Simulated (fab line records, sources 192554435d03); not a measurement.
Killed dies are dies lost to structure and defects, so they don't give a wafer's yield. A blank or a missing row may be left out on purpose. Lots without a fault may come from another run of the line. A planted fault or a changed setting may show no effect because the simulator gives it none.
One fault seen from 3 desks | flow n5_finfet | each desk has only its own numbers; what lay behind them comes last

THE METROLOGY DESK
What the gauges read, lot by lot, whatever tool the lot ran on: means of the sampled wafers that have a number. A lot is out of limits, marked OUT, if its mean lies more than 4 standard deviations from the usual mean; the brackets give that distance.
Columns: A = NWELL_OVL at N5_WELL_APT_OVL_MEAS_09, usual -1 nm
lot  | first seen here | A
L884 | day 1 19:44     | -4
L885 | day 2 01:47     | 0
L886 | day 2 08:16     | -1
L888 | day 2 20:34     | -5
L889 | day 3 01:38     | -5
L890 | day 3 07:58     | 5
L896 | day 4 20:05     | -1
L901 | day 6 01:50     | 8
L902 | day 6 07:50     | -2
L903 | day 6 13:54     | -3
L904 | day 6 20:56     | 0
L905 | day 7 01:38     | -8
This desk's finding: nothing out of limits on any of the 12 lots.

THE TOOL OWNER'S DESK: litho_track-03
The tool's own readings at N5_WELL_APT_PEB_23 (peb time 90 s): means of the sampled wafers that have a number, for each lot that ran on this tool. A lot is out of limits, marked OUT, if its mean lies more than 4 standard deviations from the usual mean; the brackets give that distance.
Columns: A = chill_plate_temp_C at N5_WELL_APT_PEB_23, usual 23.02 C; B = heater_power_total_W at N5_WELL_APT_PEB_23, usual 172.5 W
lot  | first seen here | A     | B
L885 | day 2 02:55     | 23.09 | 173.3
L889 | day 3 02:38     | 22.85 | 172.3
L896 | day 4 21:11     | 22.94 | 172.3
L901 | day 6 02:52     | 22.86 | 174.5
L902 | day 6 09:05     | 23.13 | 178.6 (+7.6) OUT
This desk's finding: out of limits on L902; first on L902, day 6 09:05 (heater_power_total_W at N5_WELL_APT_PEB_23). In limits: L885, L889, L896, L901.

THE DEFECT DESK
What the inspections along the route counted, lot by lot: means of the sampled wafers that have a number. A lot is out of limits, marked OUT, if its mean lies more than 4 standard deviations from the usual mean; the brackets give that distance.
Columns: A = raw_defect_count at N5_START_INSPECT_01, usual 6.1
lot  | first seen here | A
L884 | day 1 18:02     | 6.7
L885 | day 2 00:02     | 5.7
L886 | day 2 06:02     | 5.7
L888 | day 2 18:02     | 6.0
L889 | day 3 00:02     | 5.3
L890 | day 3 06:02     | 9.0
L896 | day 4 18:02     | 8.7
L901 | day 6 00:02     | 6.7
L902 | day 6 06:02     | 6.7
L903 | day 6 12:02     | 5.0
L904 | day 6 18:02     | 5.7
L905 | day 7 00:02     | 4.3
This desk's finding: nothing out of limits on any of the 12 lots.

PUT TOGETHER
The tool owner's desk could have raised an alarm at day 6 09:05, on L902.
The metrology desk saw nothing out of limits.
The defect desk saw nothing out of limits.
The metrology desk has L902 on record, within its limits.
The defect desk has L902 on record, within its limits.
Of the lots named, all ran N5_WELL_APT_PEB_23 on litho_track-03.

WHAT THE SIMULATOR HAD PUT IN
Process parameter drift: litho_track-03, from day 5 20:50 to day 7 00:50, at N5_WELL_APT_PEB_23. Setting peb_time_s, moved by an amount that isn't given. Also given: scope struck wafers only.
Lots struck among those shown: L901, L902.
Hours from the fault's start to each desk's first reading out of limits: the tool owner's desk, 12.
